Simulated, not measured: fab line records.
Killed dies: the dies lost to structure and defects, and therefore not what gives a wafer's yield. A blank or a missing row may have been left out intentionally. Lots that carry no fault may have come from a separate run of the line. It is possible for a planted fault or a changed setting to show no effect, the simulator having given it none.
Matching of chambers | flow n5Finfet | N5_BEOL_M13_ETCH_38 on rieDiel-04 has 4 sister chambers
The step etches SiCN in CF4/N2, target depth 67.5 nm, time 71.9 s. 4 wafers are shown with their chamber, then 10 later ones without.

## WAFERS, EACH WITH ITS CHAMBER
wafer  | chamber | throttleValvePct (%)
L081.4 | 1       | 15.46
L083.2 | 0       | 15.83
L090.1 | 2       | 15.60
L090.3 | 3       | 15.47

## WAFERS WITH NO CHAMBER GIVEN
wafer  | throttleValvePct (%)
L090.4 | 15.01
L095.1 | 15.52
L095.4 | 15.35
L095.5 | 15.38
L096.3 | 15.00
L096.5 | 15.02
L096.6 | 15.38
L097.1 | 15.02
L097.4 | 15.38
L097.5 | 15.39

## CHAMBER TAKEN BY EACH
wafer  | from the rows above               | in truth
L090.4 | can't be placed: 1 or 3 or 2 or 0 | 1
L095.1 | can't be placed: 3 or 1 or 2 or 0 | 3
L095.4 | can't be placed: 1 or 3 or 2 or 0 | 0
L095.5 | can't be placed: 1 or 3 or 2 or 0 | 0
L096.3 | can't be placed: 1 or 3 or 2 or 0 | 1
L096.5 | can't be placed: 1 or 3 or 2 or 0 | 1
L096.6 | can't be placed: 1 or 3 or 2 or 0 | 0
L097.1 | can't be placed: 1 or 3 or 2 or 0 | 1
L097.4 | can't be placed: 1 or 3 or 2 or 0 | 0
L097.5 | can't be placed: 1 or 3 or 2 or 0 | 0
Correctly placed: 0 of 10. Unplaceable from these rows: 10, with the true chamber sitting among the candidates in 10. Wrongly placed: 0.
How it was worked out, from the rows above alone: a wafer's distance from a chamber is the root of the sum, over the readings, of the square of ((its reading less the chamber's mean) divided by the reading's scatter). The wafer belongs to the nearest chamber; if the next one is less than 2 further off, it can't be placed. The mean given for a chamber averages the wafers shown for that chamber. The scatter (one wafer shown for each chamber): square how far every hidden wafer sits from the nearest shown wafer, average those squares and take the square root.
